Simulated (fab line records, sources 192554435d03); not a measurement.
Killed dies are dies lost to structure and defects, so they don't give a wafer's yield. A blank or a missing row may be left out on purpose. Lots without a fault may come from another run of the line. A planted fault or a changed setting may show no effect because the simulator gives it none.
Chamber matching | flow n5_finfet | N5_BEOL_M0_TRENCH_ETCH_107 on rie_diel-04: 4 sister chambers
The step etches SiOC in C4F6/O2, target depth 32.8 nm, time 16.4 s. 20 wafers are shown with their chamber, then 10 later ones without.

WAFERS WITH THEIR CHAMBER
wafer  | chamber | showerhead_plenum_p_Torr (Torr) | throttle_valve_pct (%) | rf_vpp_V (V)
L080.1 | 3       | 2.94                            | 20.81                  | 669
L080.2 | 1       | 2.92                            | 21.10                  | 677
L080.4 | 0       | 2.83                            | 21.05                  | 659
L082.1 | 3       | 2.94                            | 20.82                  | 669
L082.2 | 0       | 2.83                            | 21.07                  | 658
L082.6 | 2       | 2.81                            | 20.73                  | 678
L084.1 | 0       | 2.83                            | 21.06                  | 658
L084.3 | 1       | 2.92                            | 21.10                  | 679
L084.6 | 1       | 2.91                            | 21.12                  | 677
L086.2 | 0       | 2.83                            | 21.07                  | 659
L086.3 | 3       | 2.93                            | 20.84                  | 667
L086.4 | 2       | 2.81                            | 20.75                  | 679
L088.1 | 1       | 2.91                            | 21.13                  | 678
L088.2 | 3       | 2.93                            | 20.84                  | 668
L088.5 | 3       | 2.93                            | 20.85                  | 669
L089.1 | 1       | 2.91                            | 21.14                  | 677
L089.5 | 1       | 2.91                            | 21.10                  | 675
L089.6 | 3       | 2.93                            | 20.86                  | 666
L091.2 | 1       | 2.91                            | 21.14                  | 677
L091.3 | 3       | 2.93                            | 20.85                  | 667

SIGNATURES (means of the wafers above)
reading                  | chamber 0 | chamber 1 | chamber 2 | chamber 3 | scatter within a chamber
showerhead_plenum_p_Torr | 2.8300    | 2.9129    | 2.8100    | 2.9329    | 0.00423
throttle_valve_pct       | 21.0625   | 21.1186   | 20.7400   | 20.8386   | 0.0167
rf_vpp_V                 | 658.50    | 677.14    | 678.50    | 667.86    | 1.1
Rule: a wafer's distance from a chamber is the root of the sum, over the readings, of the square of ((its reading less the chamber's mean) divided by the reading's scatter). The wafer belongs to the nearest chamber; if the next one is less than 2 further off, it can't be placed. The scatter: the root of (the sum of the squares of (reading less its chamber's mean) over the shown wafers, divided by (wafers less chambers)).

WAFERS WITHOUT THEIR CHAMBER
wafer  | showerhead_plenum_p_Torr (Torr) | throttle_valve_pct (%) | rf_vpp_V (V)
L091.4 | 2.91                            | 21.13                  | 679
L093.2 | 2.82                            | 21.11                  | 658
L093.4 | 2.82                            | 21.09                  | 658
L093.6 | 2.91                            | 21.13                  | 677
L094.2 | 2.91                            | 21.14                  | 677
L094.5 | 2.82                            | 21.10                  | 658
L094.6 | 2.91                            | 21.13                  | 677
L095.1 | 2.92                            | 20.88                  | 667
L095.3 | 2.81                            | 20.40                  | 679
L095.4 | 2.82                            | 21.10                  | 659

WHICH CHAMBER EACH WENT THROUGH
wafer  | from the rows above | in truth
L091.4 | 1                   | 1
L093.2 | 0                   | 0
L093.4 | 0                   | 0
L093.6 | 1                   | 1
L094.2 | 1                   | 1
L094.5 | 0                   | 0
L094.6 | 1                   | 1
L095.1 | 3                   | 3
L095.3 | 2                   | 2
L095.4 | 0                   | 0
Placed correctly: 10 of 10. Can't be placed from these rows: 0. Placed wrongly: 0.
